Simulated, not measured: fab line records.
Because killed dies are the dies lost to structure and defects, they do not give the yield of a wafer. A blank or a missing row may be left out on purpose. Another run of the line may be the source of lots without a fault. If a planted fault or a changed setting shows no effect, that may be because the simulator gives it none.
Matching of chambers | flow n5Finfet | N5_BEOL_M8_ETCH_61 on rieDiel-01: 4 sister chambers
The step etches SiARC in CF4, target depth 45.5 nm, time 75.8 s. 4 wafers are shown with their chamber, then 7 later ones without.

WAFERS, EACH WITH ITS CHAMBER
wafer  | chamber | drypumpMotorCurrentA (A)
L079.4 | 2       | 5.4
L085.6 | 0       | 6.2
L086.2 | 3       | 5.1
L086.4 | 1       | 6.4

WAFERS WITH NO CHAMBER GIVEN
wafer  | drypumpMotorCurrentA (A)
L086.5 | 6.2
L089.2 | 5.1
L089.3 | 6.3
L089.5 | 6.2
L097.1 | 6.4
L097.5 | 5.4
L097.6 | 5.1

WHICH CHAMBER EACH ONE RAN IN
wafer  | from the rows above     | in truth
L086.5 | 0                       | 0
L089.2 | 3                       | 3
L089.3 | can't be placed: 0 or 1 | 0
L089.5 | 0                       | 0
L097.1 | 1                       | 1
L097.5 | 2                       | 2
L097.6 | 3                       | 3
Correctly placed: 6 of 7. These rows do not allow placing 1 (true chamber among the candidates in 1). Placed wrongly: 0.
How it was worked out, from the rows above alone: a wafer's distance from a chamber is the root of the sum, over the readings, of the square of ((its reading less the chamber's mean) divided by the reading's scatter). If the next closest chamber is less than 2 further off than the closest, the wafer can't be placed; otherwise it belongs to the closest. Each chamber's mean is taken over the wafers shown for it. The scatter: with one shown wafer a chamber, the root of the mean of the squares of how far each hidden wafer lies from its nearest shown one.
